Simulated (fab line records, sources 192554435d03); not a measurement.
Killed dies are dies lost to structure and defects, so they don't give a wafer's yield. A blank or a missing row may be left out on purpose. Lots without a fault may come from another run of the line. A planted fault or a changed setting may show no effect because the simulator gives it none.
One fault seen from 3 desks | flow n5_finfet | each desk has only its own numbers; what lay behind them comes last

THE METROLOGY DESK
What the gauges read, lot by lot, whatever tool the lot ran on: means of the sampled wafers that have a number. A lot is out of limits, marked OUT, if its mean lies more than 4 standard deviations from the usual mean; the brackets give that distance.
Columns: A = trench_depth_nm at N5_BEOL_M12_OCD_MEAS_35, usual 321 nm
lot  | first seen here | A
L450 | day 11 16:40    | 319
L451 | day 12 14:30    | 319
L454 | day 12 21:06    | 320
L453 | day 13 06:50    | 314
L463 | day 15 08:06    | 322
L466 | day 15 17:38    | 328
L464 | day 15 19:02    | 320
L467 | day 16 17:12    | 323
L469 | day 16 22:04    | 319
L468 | day 17 05:43    | 323
L471 | day 17 14:47    | 323
This desk's finding: nothing out of limits on any of the 11 lots.

THE TOOL OWNER'S DESK: plasma_asher-01
The tool's own readings at N5_BEOL_M12_STRIP_37 (strips in N2/H2): means of the sampled wafers that have a number, for each lot that ran on this tool. A lot is out of limits, marked OUT, if its mean lies more than 4 standard deviations from the usual mean; the brackets give that distance.
Columns: A = drypump_motor_current_A at N5_BEOL_M12_STRIP_37, usual 5.95 A; B = h2_flow_sccm at N5_BEOL_M12_STRIP_37, usual 3249 sccm; C = heater_power_w at N5_BEOL_M12_STRIP_37, usual 338 W; D = oes_product_au at N5_BEOL_M12_STRIP_37, usual 0.790 a.u.; E = temp_c at N5_BEOL_M12_STRIP_37, usual 250.00 C
lot  | first seen here | A    | B              | C   | D     | E
L451 | day 12 14:32    | 6.04 | 3254           | 331 | 0.801 | 249.99
L454 | day 12 21:09    | 5.74 | 3469 (+22) OUT | 323 | 0.778 | 249.75
L453 | day 13 06:52    | 5.73 | 3463 (+21) OUT | 322 | 0.780 | 250.10
L464 | day 15 19:04    | 5.75 | 3256           | 325 | 0.794 | 249.87
L467 | day 16 17:14    | 6.03 | 3249           | 335 | 0.787 | 250.09
L468 | day 17 05:46    | 6.03 | 3238           | 333 | 0.789 | 249.92
This desk's finding: out of limits on L453, L454; first on L454, day 12 21:09 (h2_flow_sccm at N5_BEOL_M12_STRIP_37). In limits: L451, L464, L467, L468.

THE DEFECT DESK
What the inspections along the route counted, lot by lot: means of the sampled wafers that have a number. A lot is out of limits, marked OUT, if its mean lies more than 4 standard deviations from the usual mean; the brackets give that distance.
Columns: A = raw_defect_count at N5_BEOL_M12_INSPECT_12, usual 2
lot  | first seen here | A
L450 | day 11 15:00    | 2
L451 | day 12 13:02    | 2
L454 | day 12 19:11    | 1
L453 | day 13 05:14    | 2
L463 | day 15 06:29    | 1
L466 | day 15 16:04    | 1
L464 | day 15 17:34    | 4
L467 | day 16 15:37    | 1
L469 | day 16 20:14    | 1
L468 | day 17 03:52    | 0
L471 | day 17 12:47    | 4
This desk's finding: nothing out of limits on any of the 11 lots.

PUT TOGETHER
The tool owner's desk could have raised an alarm at day 12 21:09, on L453, L454.
The metrology desk saw nothing out of limits.
The defect desk saw nothing out of limits.
The metrology desk has L453, L454 on record, within its limits.
The defect desk has L453, L454 on record, within its limits.
Of the lots named, all ran N5_BEOL_M12_STRIP_37 on plasma_asher-01.

WHAT THE SIMULATOR HAD PUT IN
Process parameter drift: plasma_asher-01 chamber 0, from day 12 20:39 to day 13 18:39, at N5_BEOL_M12_STRIP_37. Setting h2_flow_sccm, moved by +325, from 3250. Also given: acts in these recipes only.
Lots struck among those shown: L453, L454.
Hours from the fault's start to each desk's first reading out of limits: the tool owner's desk, 0.
